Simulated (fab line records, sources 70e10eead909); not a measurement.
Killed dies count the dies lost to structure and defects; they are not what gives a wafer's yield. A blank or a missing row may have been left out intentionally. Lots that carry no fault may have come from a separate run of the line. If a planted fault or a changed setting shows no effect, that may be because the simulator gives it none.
Matching of chambers | flow nand harc | NHARC_THIN_TSV_DEP_43 on pecvd-03 has 3 sister chambers
The step deposits SiO2, target thk 1328.5 nm. 3 wafers are shown with their chamber, then 7 later ones without.

== WAFERS PAIRED WITH THEIR CHAMBERS ==
wafer  | chamber | throttle valve pct (%)
L886.1 | 1       | 15.8
L886.4 | 0       | 16.5
L895.4 | 2       | 15.7

== WAFERS WITH NO CHAMBER GIVEN ==
wafer  | throttle valve pct (%)
L895.5 | 16.7
L897.1 | 16.5
L897.5 | 16.8
L897.6 | 15.3
L899.1 | 15.3
L899.2 | 15.3
L899.3 | 16.9

== CHAMBER TAKEN BY EACH ==
wafer  | from the rows above     | in truth
L895.5 | 0                       | 0
L897.1 | 0                       | 0
L897.5 | 0                       | 0
L897.6 | can't be placed: 2 or 1 | 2
L899.1 | can't be placed: 2 or 1 | 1
L899.2 | can't be placed: 2 or 1 | 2
L899.3 | 0                       | 0
Correctly placed: 4 of 7. Can't be placed from these rows: 3 (the true chamber is among the candidates in 3). Wrongly placed: 0.
How it was worked out, from the rows above alone: a wafer's distance from a chamber is the root of the sum, over the readings, of the square of ((its reading less the chamber's mean) divided by the reading's scatter). The wafer belongs to the nearest chamber; if the next one is less than 2 further off, it can't be placed. A chamber's mean is the mean of its shown wafers. The scatter: with one shown wafer a chamber, the root of the mean of the squares of how far each hidden wafer lies from its nearest shown one.
